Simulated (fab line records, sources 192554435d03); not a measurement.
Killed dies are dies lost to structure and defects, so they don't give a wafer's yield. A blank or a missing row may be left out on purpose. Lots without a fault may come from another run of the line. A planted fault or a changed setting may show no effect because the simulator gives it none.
Which tool did it? | flow n5_finfet | 11 lots, 33 wafers sampled, at 5 steps of a route of 1938

WHAT THE GAUGES READ, wafer by wafer
The record holds no reading of a measuring or inspecting step that can be judged against a usual standard deviation.

WHICH TOOL RAN EACH LOT (tool, then ch and the chambers of the sampled wafers, then the start)
lot  | N5_MOL_CONTACT_COAG_ETCH_105       | N5_MOL_CONTACT_COAG_PRECLEAN_125    | N5_MOL_CONTACT_COAG_CMP_28    | N5_MOL_CONTACT_COAG_ALD_123       | N5_PASSIVATION_PROBE_49
L797 | rie_diel-05 ch 0,2,3, day 5 06:41  | wet_bench-05 ch 0,1,7, day 5 12:24  | cmp-01 ch 0,1,3, day 5 14:53  | ald_sin-02 ch 0,2,3, day 5 15:10  | -
L798 | rie_diel-03 ch 0,3, day 5 10:20    | wet_bench-05 ch 0,2,6, day 5 18:01  | cmp-01 ch 0,1, day 5 20:34    | ald_sin-01 ch 0,2,3, day 5 20:55  | -
L799 | rie_diel-06 ch 0,2, day 5 16:59    | wet_bench-06 ch 1,4,7, day 5 22:55  | cmp-03 ch 1,3, day 6 01:22    | ald_sin-03 ch 0,1,2, day 6 01:41  | -
L800 | rie_diel-05 ch 0,1,2, day 5 23:56  | wet_bench-05 ch 4,5,6, day 6 07:52  | cmp-01 ch 1,2, day 6 10:20    | ald_sin-03 ch 1,2, day 6 10:55    | prober-02, day 14 22:47
L802 | rie_diel-06 ch 1,2, day 6 13:40    | wet_bench-01 ch 3,5,7, day 6 18:21  | cmp-03 ch 1,2, day 6 20:47    | ald_sin-02 ch 0,1, day 6 21:07    | -
L803 | rie_diel-06 ch 1,3, day 6 16:34    | wet_bench-05 ch 1,6,7, day 6 22:56  | cmp-01 ch 0,2, day 7 01:23    | ald_sin-03 ch 1,2,3, day 7 01:55  | -
L810 | rie_diel-03 ch 0,1,3, day 8 10:30  | wet_bench-01 ch 3,4,5, day 8 15:59  | cmp-01 ch 0,1,2, day 8 20:17  | ald_sin-03 ch 0,1, day 8 20:34    | -
L814 | rie_diel-06 ch 0,1,3, day 9 12:03  | wet_bench-06 ch 0,3,4, day 9 17:35  | cmp-02 ch 0,1, day 9 21:26    | ald_sin-03 ch 0,2, day 9 22:59    | -
L815 | rie_diel-05 ch 0,2,3, day 9 20:47  | wet_bench-06 ch 2,3,6, day 10 01:19 | cmp-03 ch 2,3, day 10 05:08   | ald_sin-02 ch 0,2, day 10 06:56   | -
L816 | rie_diel-06 ch 0,1,3, day 10 01:03 | wet_bench-06 ch 2,6,7, day 10 07:28 | cmp-03 ch 0,1,2, day 10 10:39 | ald_sin-03 ch 0,1,2, day 10 11:59 | -
L817 | rie_diel-03 ch 0,3, day 10 08:38   | wet_bench-05 ch 1,4,5, day 10 18:20 | cmp-02 ch 0,1,2, day 10 20:51 | ald_sin-03 ch 1,2, day 10 21:06   | -
- N5_MOL_CONTACT_COAG_ETCH_105: etches SiARC in CF4, target depth 15.6 nm, time 26 s.
- N5_MOL_CONTACT_COAG_PRECLEAN_125: cleans in DIW, time 57.5 s.
- N5_MOL_CONTACT_COAG_CMP_28: polishes, stops on SiNx, t overpolish 0.85 s, target thk 14.522 nm.
- N5_MOL_CONTACT_COAG_ALD_123: deposits SiNx, target thk 5 nm, pulse time 1 s, purge time 2 s.
- N5_PASSIVATION_PROBE_49

WHAT THE TOOLS THEMSELVES READ (means of the sampled wafers that have a number; where no wafer has one, the mark that the record gives instead)
N5_MOL_CONTACT_COAG_ETCH_105.
lot  | tool        | bias_w (W) | drypump_motor_current_A (A) | etch_rf_on_time_s (s) | oes_product_au (a.u.) | rf_vpp_V (V) | showerhead_plenum_p_Torr (Torr) | throttle_valve_pct (%)
L797 | rie_diel-05 | 36.03      | 5.56                        | 26.5                  | 0.70                  | 184.8        | 2.19                            | 15.58
L798 | rie_diel-03 | 35.96      | 5.34                        | 25.9                  | 0.73                  | 185.1        | 2.17                            | 15.67
L799 | rie_diel-06 | 36.07      | 5.37                        | 25.9                  | 0.64                  | 183.9        | 2.11                            | 15.51
L800 | rie_diel-05 | 36.04      | 5.52                        | 26.4                  | 0.62                  | 183.9        | 2.19                            | 15.75
L802 | rie_diel-06 | 35.97      | 5.44                        | 25.7                  | 0.65                  | 184.1        | 2.15                            | 15.35
L803 | rie_diel-06 | 36.07      | 5.68                        | 25.6                  | 0.70                  | 185.0        | 2.17                            | 15.35
L810 | rie_diel-03 | 35.97      | 5.40                        | 26.1                  | 0.70                  | 184.8        | 2.16                            | 15.52
L814 | rie_diel-06 | 36.16      | 5.56                        | 26.2                  | 0.65                  | 183.9        | 2.12                            | 15.57
L815 | rie_diel-05 | 36.02      | 5.54                        | 26.8                  | 0.66                  | 183.7        | 2.17                            | 15.67
L816 | rie_diel-06 | 36.05      | 5.56                        | 26.1                  | 0.66                  | 184.0        | 2.12                            | 15.59
L817 | rie_diel-03 | 36.04      | 5.40                        | 26.2                  | 0.65                  | 184.0        | 2.15                            | 15.70

N5_MOL_CONTACT_COAG_PRECLEAN_125.
lot  | tool         | run_length_s (s)
L797 | wet_bench-05 | 64.0
L798 | wet_bench-05 | 64.3
L799 | wet_bench-06 | 69.5
L800 | wet_bench-05 | 64.5
L802 | wet_bench-01 | 64.4
L803 | wet_bench-05 | 63.5
L810 | wet_bench-01 | 71.1
L814 | wet_bench-06 | 63.9
L815 | wet_bench-06 | 70.0
L816 | wet_bench-06 | 70.1
L817 | wet_bench-05 | 64.1

N5_MOL_CONTACT_COAG_CMP_28.
lot  | tool   | motor_current_A (A) | time_to_endpoint_s (s)
L797 | cmp-01 | 11.9                | 4.8
L798 | cmp-01 | 12.5                | 3.2
L799 | cmp-03 | 11.6                | 4.2
L800 | cmp-01 | 12.1                | 5.9
L802 | cmp-03 | 12.0                | 1.7
L803 | cmp-01 | 12.1                | 6.8
L810 | cmp-01 | 12.2                | 4.0
L814 | cmp-02 | 11.6                | 3.1
L815 | cmp-03 | 11.3                | 7.5
L816 | cmp-03 | 12.5                | 4.4
L817 | cmp-02 | 11.4                | 2.1

N5_MOL_CONTACT_COAG_ALD_123.
lot  | tool       | heater_power_w (W) | precursor_pulse_height_rel
L797 | ald_sin-02 | 872                | 1.001
L798 | ald_sin-01 | 833                | 1.010
L799 | ald_sin-03 | 907                | 0.993
L800 | ald_sin-03 | 912                | 1.004
L802 | ald_sin-02 | 811                | 0.983
L803 | ald_sin-03 | 886                | 1.002
L810 | ald_sin-03 | 881                | 0.991
L814 | ald_sin-03 | 888                | 0.988
L815 | ald_sin-02 | 821                | 0.997
L816 | ald_sin-03 | 899                | 1.000
L817 | ald_sin-03 | 912                | 1.004

N5_PASSIVATION_PROBE_49.
lot  | tool      | killed_at_M0_to_M3 | killed_at_M4_up | killed_at_contacts | killed_at_front_end | killed_at_other | killed_dies | killed_open | killed_short
L800 | prober-02 | 55                 | 11              | 12                 | 30                  | 0.0             | 108         | 79          | 29

THE ANSWER, worked out from the rows above alone
Rule: what is usual is taken from the lots themselves. Put in order of their means at a reading, lots are off if they are a third of the lots or fewer, leave a main group of 4 or more, and stand apart from it by a gap of 3 or more times the standard deviation of the main group's means; of several such gaps the widest counts. A main group whose means are all the same, to the digits that the tables above print for the reading, isn't used. A lot without any number at a reading at which 4 lots or more have one is off too. The other lots that the step has rows for count as sound. The gauges are gone through in route order, then the tools' own readings, and for those a lot's mean is taken as printed above. The first step at which some lot is off is used, and at that step the reading that is off furthest; a lot without a number counts as furthest.
No lot is off at any reading shown: from this, nothing can be told.

WHAT THE SIMULATOR HAD PUT IN
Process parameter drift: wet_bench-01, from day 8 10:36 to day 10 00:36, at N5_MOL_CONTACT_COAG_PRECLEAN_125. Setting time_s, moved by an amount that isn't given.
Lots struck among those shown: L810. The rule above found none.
